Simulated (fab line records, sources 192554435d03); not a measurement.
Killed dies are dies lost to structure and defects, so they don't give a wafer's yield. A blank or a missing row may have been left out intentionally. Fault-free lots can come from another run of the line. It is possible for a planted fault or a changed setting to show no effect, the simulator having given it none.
Which tool was responsible? :: flow n5 finfet :: Sampling: 9 lots, 25 wafers, 6 of 1938 route steps

WHAT THE GAUGES SHOWED, per wafer
N5_START_INSPECT_01: inspects for defects (unpatterned scan). Usual: raw defect count at 6.1, with a standard deviation of 2.4.
lot: L594
measured: day 1 12:02
on: defect inspect-01
raw defect count: 10 5
flag: 

lot: L599
measured: day 2 18:02
on: defect inspect-01
raw defect count: 5 9 5
flag: 

lot: L604
measured: day 4 00:02
on: defect inspect-02
raw defect count: 8 6 7
flag: 

lot: L607
measured: day 4 18:02
on: defect inspect-02
raw defect count: 2 7 6
flag: 

lot: L611
measured: day 5 18:02
on: defect inspect-01
raw defect count: 7 6 5
flag: 

lot: L612
measured: day 6 00:02
on: defect inspect-02
raw defect count: 5 6 5
flag: 

lot: L614
measured: day 6 12:02
on: defect inspect-01
raw defect count: 6 8
flag: 

lot: L615
measured: day 6 18:02
on: defect inspect-01
raw defect count: 11 6 5
flag: 

lot: L617
measured: day 7 06:02
on: defect inspect-02
raw defect count: 2 3 6
flag: 

N5_BEOL_M4_RC_MEAS_101. Usual: DIBL_N 36.2 mV/V, standard deviation 1.7; DIBL_P 36.6 mV/V, standard deviation 1.9; IOFF_N 0.16 nA/um, standard deviation 0.032; IOFF_P 0.21 nA/um, standard deviation 0.037; ION_N 675 uA/um, standard deviation 12; ION_P 460 uA/um, standard deviation 8.1; SS_N 71.4 mV/dec, standard deviation 0.58; SS_P 73.4 mV/dec, standard deviation 0.64; VT_N 249 mV, standard deviation 3.2; VT_P -252 mV, standard deviation 3.4.
lot: L594
measured: day 7 22:44
on: prober-02
DIBL_N (mV/V): 39.2 36.3
DIBL_P (mV/V): 38.4 35.2
IOFF_N (nA/um): 0.20 0.15
IOFF_P (nA/um): 0.22 0.18
ION_N (uA/um): 673 674
ION_P (uA/um): 452 459
SS_N (mV/dec): 72.1 70.1
SS_P (mV/dec): 73.8 73.3
VT_N (mV): 246 248
VT_P (mV): -252 -252
flag: 

lot: L599
measured: day 9 02:31
on: prober-02
DIBL_N (mV/V): 37.4 34.8 35.5
DIBL_P (mV/V): 38.4 34.5 35.5
IOFF_N (nA/um): 0.18 0.13 0.15
IOFF_P (nA/um): 0.23 0.16 0.18
ION_N (uA/um): 679 674 671
ION_P (uA/um): 467 461 458
SS_N (mV/dec): 71.6 70.8 70.8
SS_P (mV/dec): 74.6 73.0 73.6
VT_N (mV): 249 251 251
VT_P (mV): -246 -251 -253
flag: 

lot: L604
measured: day 10 10:41
on: prober-02
DIBL_N (mV/V): 38.8 34.4 37.4
DIBL_P (mV/V): 41.1 35.3 38.8
IOFF_N (nA/um): 0.20 0.12 0.18
IOFF_P (nA/um): 0.27 0.17 0.23
ION_N (uA/um): 688 658 693
ION_P (uA/um): 473 454 465
SS_N (mV/dec): 71.6 70.9 71.7
SS_P (mV/dec): 74.6 72.6 73.9
VT_N (mV): 245 252 247
VT_P (mV): -250 -256 -253
flag: 

lot: L607
measured: day 11 05:08
on: prober-02
DIBL_N (mV/V): 36.2 33.7 36.9
DIBL_P (mV/V): 37.0 33.3 37.8
IOFF_N (nA/um): 0.16 0.12 0.18
IOFF_P (nA/um): 0.20 0.15 0.22
ION_N (uA/um): 672 665 673
ION_P (uA/um): 453 450 460
SS_N (mV/dec): 71.1 71.1 71.8
SS_P (mV/dec): 73.1 72.2 73.6
VT_N (mV): 247 252 248
VT_P (mV): -253 -254 -251
flag: 

lot: L611
measured: day 12 00:05
on: prober-02
DIBL_N (mV/V): 37.1 35.6 34.8
DIBL_P (mV/V): 37.9 35.9 34.4
IOFF_N (nA/um): 0.17 0.15 0.13
IOFF_P (nA/um): 0.21 0.17 0.16
ION_N (uA/um): 678 657 667
ION_P (uA/um): 463 450 454
SS_N (mV/dec): 71.4 71.7 71.3
SS_P (mV/dec): 73.3 73.1 72.4
VT_N (mV): 248 248 251
VT_P (mV): -251 -254 -255
flag: 

lot: L612
measured: day 12 03:40
on: prober-01
DIBL_N (mV/V): 34.6 36.3 36.0
DIBL_P (mV/V): 34.0 37.4 36.6
IOFF_N (nA/um): 0.14 0.16 0.15
IOFF_P (nA/um): 0.15 0.19 0.17
ION_N (uA/um): 679 667 680
ION_P (uA/um): 461 451 455
SS_N (mV/dec): 70.6 71.6 72.1
SS_P (mV/dec): 73.0 73.7 73.5
VT_N (mV): 249 250 250
VT_P (mV): -256 -254 -256
flag: 

lot: L614
measured: day 12 22:44
on: prober-02
DIBL_N (mV/V): 36.8 37.7
DIBL_P (mV/V): 36.1 36.5
IOFF_N (nA/um): 0.13 0.15
IOFF_P (nA/um): 0.19 0.19
ION_N (uA/um): 656 678
ION_P (uA/um): 448 461
SS_N (mV/dec): 71.4 71.2
SS_P (mV/dec): 72.4 72.9
VT_N (mV): 253 251
VT_P (mV): -255 -253
flag: 

lot: L615
measured: day 13 02:18
on: prober-02
DIBL_N (mV/V): 36.0 37.7 37.8
DIBL_P (mV/V): 35.2 37.2 37.0
IOFF_N (nA/um): 0.16 0.18 0.19
IOFF_P (nA/um): 0.22 0.24 0.25
ION_N (uA/um): 677 697 692
ION_P (uA/um): 469 471 472
SS_N (mV/dec): 70.8 71.9 71.6
SS_P (mV/dec): 73.1 73.8 73.7
VT_N (mV): 249 247 248
VT_P (mV): -249 -246 -247
flag: 

lot: L617
measured: day 13 08:45
on: prober-02
DIBL_N (mV/V): 37.0 35.7 37.2
DIBL_P (mV/V): 35.9 34.2 37.3
IOFF_N (nA/um): 0.16 0.13 0.17
IOFF_P (nA/um): 0.21 0.19 0.23
ION_N (uA/um): 680 666 684
ION_P (uA/um): 465 460 469
SS_N (mV/dec): 71.2 69.8 71.0
SS_P (mV/dec): 72.9 72.2 73.9
VT_N (mV): 249 254 249
VT_P (mV): -253 -250 -247
flag: 

WHICH TOOL RAN EACH LOT (tool, then ch and the chambers of the sampled wafers, then the start)
lot: L594
N5_ZERO_LAYER_DESCUM_16: rie diel-03 ch 1,2, day 1 12:49
N5_ZERO_LAYER_ETCH_18: rie si-03 ch 1,3, day 1 12:56
N5_ZERO_LAYER_STRIP_24: plasma asher-01 ch 1, day 1 13:02
N5_PMOS_HMC_CHANNEL_EPI_STRIP_33: rie diel-02 ch 0,1, day 1 17:35

lot: L599
N5_ZERO_LAYER_DESCUM_16: rie diel-01 ch 1,2,3, day 2 18:50
N5_ZERO_LAYER_ETCH_18: rie si-03 ch 1,2,3, day 2 18:56
N5_ZERO_LAYER_STRIP_24: plasma asher-01 ch 0,1, day 2 19:04
N5_PMOS_HMC_CHANNEL_EPI_STRIP_33: rie diel-01 ch 1,2, day 2 23:28

lot: L604
N5_ZERO_LAYER_DESCUM_16: rie diel-02 ch 1,2,3, day 4 00:41
N5_ZERO_LAYER_ETCH_18: rie si-06 ch 0,1,3, day 4 00:48
N5_ZERO_LAYER_STRIP_24: plasma asher-01 ch 0,1, day 4 00:55
N5_PMOS_HMC_CHANNEL_EPI_STRIP_33: rie diel-02 ch 0,2,3, day 4 06:34

lot: L607
N5_ZERO_LAYER_DESCUM_16: rie diel-02 ch 0,2, day 4 18:52
N5_ZERO_LAYER_ETCH_18: rie si-06 ch 0,1,3, day 4 18:58
N5_ZERO_LAYER_STRIP_24: plasma asher-01 ch 0,1, day 4 19:04
N5_PMOS_HMC_CHANNEL_EPI_STRIP_33: rie diel-03 ch 0,1,3, day 4 23:35

lot: L611
N5_ZERO_LAYER_DESCUM_16: rie diel-03 ch 1,3, day 5 18:58
N5_ZERO_LAYER_ETCH_18: rie si-03 ch 2,3, day 5 19:04
N5_ZERO_LAYER_STRIP_24: plasma asher-02 ch 0,1, day 5 19:11
N5_PMOS_HMC_CHANNEL_EPI_STRIP_33: rie diel-01 ch 1,3, day 6 00:01

lot: L612
N5_ZERO_LAYER_DESCUM_16: rie diel-02 ch 0,1,2, day 6 00:48
N5_ZERO_LAYER_ETCH_18: rie si-01 ch 0,1, day 6 00:55
N5_ZERO_LAYER_STRIP_24: plasma asher-01 ch 0,1, day 6 01:01
N5_PMOS_HMC_CHANNEL_EPI_STRIP_33: rie diel-03 ch 0,3, day 6 05:38

lot: L614
N5_ZERO_LAYER_DESCUM_16: rie diel-01 ch 0,3, day 6 12:48
N5_ZERO_LAYER_ETCH_18: rie si-03 ch 0,2, day 6 12:55
N5_ZERO_LAYER_STRIP_24: plasma asher-01 ch 0,1, day 6 13:01
N5_PMOS_HMC_CHANNEL_EPI_STRIP_33: rie diel-01 ch 1,3, day 6 18:34

lot: L615
N5_ZERO_LAYER_DESCUM_16: rie diel-03 ch 1,3, day 6 18:50
N5_ZERO_LAYER_ETCH_18: rie si-01 ch 1,2, day 6 18:57
N5_ZERO_LAYER_STRIP_24: plasma asher-01 ch 1, day 6 19:05
N5_PMOS_HMC_CHANNEL_EPI_STRIP_33: rie diel-03 ch 0,1,3, day 6 23:45

lot: L617
N5_ZERO_LAYER_DESCUM_16: rie diel-03 ch 0,1,2, day 7 06:52
N5_ZERO_LAYER_ETCH_18: rie si-03 ch 1,2,3, day 7 06:59
N5_ZERO_LAYER_STRIP_24: plasma asher-01 ch 0,1, day 7 07:06
N5_PMOS_HMC_CHANNEL_EPI_STRIP_33: rie diel-03 ch 1,3, day 7 11:36
- N5_ZERO_LAYER_DESCUM_16: chemistry O2, time 7.9 s.
- N5_ZERO_LAYER_ETCH_18: etches Si in HBr/Cl2, target depth 120 nm, time 40 s.
- N5_ZERO_LAYER_STRIP_24: strips in O2.
- N5_PMOS_HMC_CHANNEL_EPI_STRIP_33: strips in N2/H2.

WHAT THE TOOLS THEMSELVES READ (means of the sampled wafers that have a number; where no wafer has one, the mark that the record gives instead)
N5_ZERO_LAYER_DESCUM_16. Usual: drypump motor current A 5.9 A, standard deviation 0.48; oes product au 0.78 a.u., standard deviation 0.085; rf vpp V 243.9 V, standard deviation 1.3; showerhead plenum p Torr 2.14 Torr, standard deviation 0.068; throttle valve pct 20.39 %, standard deviation 0.16.
lot: L594
tool: rie diel-03
drypump motor current A (A): 5.5
oes product au (a.u.): 0.74
rf vpp V (V): 244.5
showerhead plenum p Torr (Torr): 2.12
throttle valve pct (%): 20.38
flag: 

lot: L599
tool: rie diel-01
drypump motor current A (A): 6.0
oes product au (a.u.): 0.83
rf vpp V (V): 244.9
showerhead plenum p Torr (Torr): 2.18
throttle valve pct (%): 20.25
flag: 

lot: L604
tool: rie diel-02
drypump motor current A (A): 5.9
oes product au (a.u.): 0.74
rf vpp V (V): 242.8
showerhead plenum p Torr (Torr): 2.06
throttle valve pct (%): 20.38
flag: 

lot: L607
tool: rie diel-02
drypump motor current A (A): 5.5
oes product au (a.u.): 0.72
rf vpp V (V): 242.9
showerhead plenum p Torr (Torr): 2.14
throttle valve pct (%): 20.54
flag: 

lot: L611
tool: rie diel-03
drypump motor current A (A): 6.0
oes product au (a.u.): 0.74
rf vpp V (V): 244.1
showerhead plenum p Torr (Torr): 2.18
throttle valve pct (%): 20.44
flag: 

lot: L612
tool: rie diel-02
drypump motor current A (A): 5.7
oes product au (a.u.): 0.74
rf vpp V (V): 244.8
showerhead plenum p Torr (Torr): 2.12
throttle valve pct (%): 20.44
flag: 

lot: L614
tool: rie diel-01
drypump motor current A (A): 6.0
oes product au (a.u.): 0.85
rf vpp V (V): 242.9
showerhead plenum p Torr (Torr): 2.10
throttle valve pct (%): 20.34
flag: 

lot: L615
tool: rie diel-03
drypump motor current A (A): 6.0
oes product au (a.u.): 0.74
rf vpp V (V): 244.0
showerhead plenum p Torr (Torr): 2.17
throttle valve pct (%): 20.46
flag: 

lot: L617
tool: rie diel-03
drypump motor current A (A): 5.9
oes product au (a.u.): 0.82
rf vpp V (V): 243.7
showerhead plenum p Torr (Torr): 2.10
throttle valve pct (%): 20.30
flag: 

N5_ZERO_LAYER_ETCH_18. Usual: HBr_flow_sccm 150.0 sccm, standard deviation 0.45; drypump motor current A 5.9 A, standard deviation 0.41; mfc cl2 sccm 79.97 sccm, standard deviation 0.25; oes product au 0.994 a.u., standard deviation 0.019; throttle valve pct 36.2 %, standard deviation 0.47.
lot: L594
tool: rie si-03
HBr_flow_sccm (sccm): 149.8
drypump motor current A (A): 5.5
mfc cl2 sccm (sccm): 79.72
oes product au (a.u.): 0.993
throttle valve pct (%): 36.0
flag: 

lot: L599
tool: rie si-03
HBr_flow_sccm (sccm): 149.8
drypump motor current A (A): 5.8
mfc cl2 sccm (sccm): 79.94
oes product au (a.u.): 0.992
throttle valve pct (%): 36.0
flag: 

lot: L604
tool: rie si-06
HBr_flow_sccm (sccm): 149.8
drypump motor current A (A): 5.6
mfc cl2 sccm (sccm): 80.10
oes product au (a.u.): 0.992
throttle valve pct (%): 36.6
flag: 

lot: L607
tool: rie si-06
HBr_flow_sccm (sccm): 150.0
drypump motor current A (A): 5.6
mfc cl2 sccm (sccm): 79.78
oes product au (a.u.): 0.989
throttle valve pct (%): 36.6
flag: 

lot: L611
tool: rie si-03
HBr_flow_sccm (sccm): 150.2
drypump motor current A (A): 6.1
mfc cl2 sccm (sccm): 80.40
oes product au (a.u.): 0.975
throttle valve pct (%): 36.0
flag: 

lot: L612
tool: rie si-01
HBr_flow_sccm (sccm): 149.8
drypump motor current A (A): 5.7
mfc cl2 sccm (sccm): 80.16
oes product au (a.u.): 0.986
throttle valve pct (%): 36.3
flag: 

lot: L614
tool: rie si-03
HBr_flow_sccm (sccm): 149.6
drypump motor current A (A): 6.3
mfc cl2 sccm (sccm): 79.79
oes product au (a.u.): 1.013
throttle valve pct (%): 35.8
flag: 

lot: L615
tool: rie si-01
HBr_flow_sccm (sccm): 149.7
drypump motor current A (A): 5.9
mfc cl2 sccm (sccm): 79.97
oes product au (a.u.): 1.004
throttle valve pct (%): 37.0
flag: 

lot: L617
tool: rie si-03
HBr_flow_sccm (sccm): 150.1
drypump motor current A (A): 5.8
mfc cl2 sccm (sccm): 80.20
oes product au (a.u.): 0.997
throttle valve pct (%): 35.9
flag: 

N5_ZERO_LAYER_STRIP_24. Usual: drypump motor current A 5.9 A, standard deviation 0.35; heater power w 371 W, standard deviation 19; oes product au 0.647 a.u., standard deviation 0.0044; strip time to endpoint s 43.85 s, standard deviation 0.1.
lot: L594
tool: plasma asher-01
drypump motor current A (A): 5.8
heater power w (W): 395
oes product au (a.u.): 0.643
strip time to endpoint s (s): 43.67
flag: 

lot: L599
tool: plasma asher-01
drypump motor current A (A): 5.9
heater power w (W): 383
oes product au (a.u.): 0.644
strip time to endpoint s (s): 43.79
flag: 

lot: L604
tool: plasma asher-01
drypump motor current A (A): 5.9
heater power w (W): 383
oes product au (a.u.): 0.649
strip time to endpoint s (s): 43.93
flag: 

lot: L607
tool: plasma asher-01
drypump motor current A (A): 5.9
heater power w (W): 384
oes product au (a.u.): 0.653
strip time to endpoint s (s): 43.95
flag: 

lot: L611
tool: plasma asher-02
drypump motor current A (A): 6.0
heater power w (W): 357
oes product au (a.u.): 0.644
strip time to endpoint s (s): 43.91
flag: 

lot: L612
tool: plasma asher-01
drypump motor current A (A): 5.8
heater power w (W): 364
oes product au (a.u.): 0.643
strip time to endpoint s (s): 44.00
flag: 

lot: L614
tool: plasma asher-01
drypump motor current A (A): 5.8
heater power w (W): 372
oes product au (a.u.): 0.649
strip time to endpoint s (s): 42.99
flag: OFF

lot: L615
tool: plasma asher-01
drypump motor current A (A): 5.9
heater power w (W): 396
oes product au (a.u.): 0.651
strip time to endpoint s (s): 43.85
flag: 

lot: L617
tool: plasma asher-01
drypump motor current A (A): 5.8
heater power w (W): 385
oes product au (a.u.): 0.652
strip time to endpoint s (s): 43.21
flag: OFF

N5_PMOS_HMC_CHANNEL_EPI_STRIP_33. Usual: drypump motor current A 5.8 A, standard deviation 0.51; oes product au 0.78 a.u., standard deviation 0.079; rf vpp V 54.2 V, standard deviation 1.8; showerhead plenum p Torr 3.41 Torr, standard deviation 0.094; throttle valve pct 18.9 %, standard deviation 0.33.
lot: L594
tool: rie diel-02
drypump motor current A (A): 5.4
oes product au (a.u.): 0.77
rf vpp V (V): 53.1
showerhead plenum p Torr (Torr): 3.42
throttle valve pct (%): 18.7
flag: 

lot: L599
tool: rie diel-01
drypump motor current A (A): 5.8
oes product au (a.u.): 0.82
rf vpp V (V): 56.5
showerhead plenum p Torr (Torr): 3.52
throttle valve pct (%): 18.5
flag: 

lot: L604
tool: rie diel-02
drypump motor current A (A): 5.7
oes product au (a.u.): 0.72
rf vpp V (V): 52.8
showerhead plenum p Torr (Torr): 3.34
throttle valve pct (%): 19.0
flag: 

lot: L607
tool: rie diel-03
drypump motor current A (A): 6.2
oes product au (a.u.): 0.76
rf vpp V (V): 55.1
showerhead plenum p Torr (Torr): 3.47
throttle valve pct (%): 19.2
flag: 

lot: L611
tool: rie diel-01
drypump motor current A (A): 6.2
oes product au (a.u.): 0.79
rf vpp V (V): 53.9
showerhead plenum p Torr (Torr): 3.41
throttle valve pct (%): 18.8
flag: 

lot: L612
tool: rie diel-03
drypump motor current A (A): 6.2
oes product au (a.u.): 0.75
rf vpp V (V): 51.9
showerhead plenum p Torr (Torr): 3.46
throttle valve pct (%): 19.4
flag: 

lot: L614
tool: rie diel-01
drypump motor current A (A): 6.1
oes product au (a.u.): 0.82
rf vpp V (V): 55.5
showerhead plenum p Torr (Torr): 3.44
throttle valve pct (%): 18.8
flag: 

lot: L615
tool: rie diel-03
drypump motor current A (A): 6.3
oes product au (a.u.): 0.75
rf vpp V (V): 55.9
showerhead plenum p Torr (Torr): 3.46
throttle valve pct (%): 19.2
flag: 

lot: L617
tool: rie diel-03
drypump motor current A (A): 6.0
oes product au (a.u.): 0.75
rf vpp V (V): 55.0
showerhead plenum p Torr (Torr): 3.49
throttle valve pct (%): 19.1
flag: 

THE ANSWER, worked out from the rows above alone
Rule: a lot counts as off when the mean over its wafers that have a number is more than 3 standard deviations away from the usual mean. A lot without any number at a reading at which 4 lots or more have one is off too. Where the step has rows for the other lots, those lots are counted as sound. Order of review: gauges by route order, followed by the tools' own readings, for which a lot's mean as printed above is used. The first step at which some lot is off is used, and at that step the reading that is off furthest; a lot without a number counts as furthest.
Off, at N5_ZERO_LAYER_STRIP_24 on strip time to endpoint s: L614, L617.
A tool fits if, at that step or a process step before it, it ran every lot that is off, and no sound lot after the first of them. One fits: N5_ZERO_LAYER_ETCH_18 on rie si-03. A fault onset in the window from L611 (day 5 19:04, its last sound lot) to L614 (day 6 12:55, its first lot off) fits.

WHAT THE SIMULATOR PUT IN
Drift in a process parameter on rie si-03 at N5_ZERO_LAYER_ETCH_18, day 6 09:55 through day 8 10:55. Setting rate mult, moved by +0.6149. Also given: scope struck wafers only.
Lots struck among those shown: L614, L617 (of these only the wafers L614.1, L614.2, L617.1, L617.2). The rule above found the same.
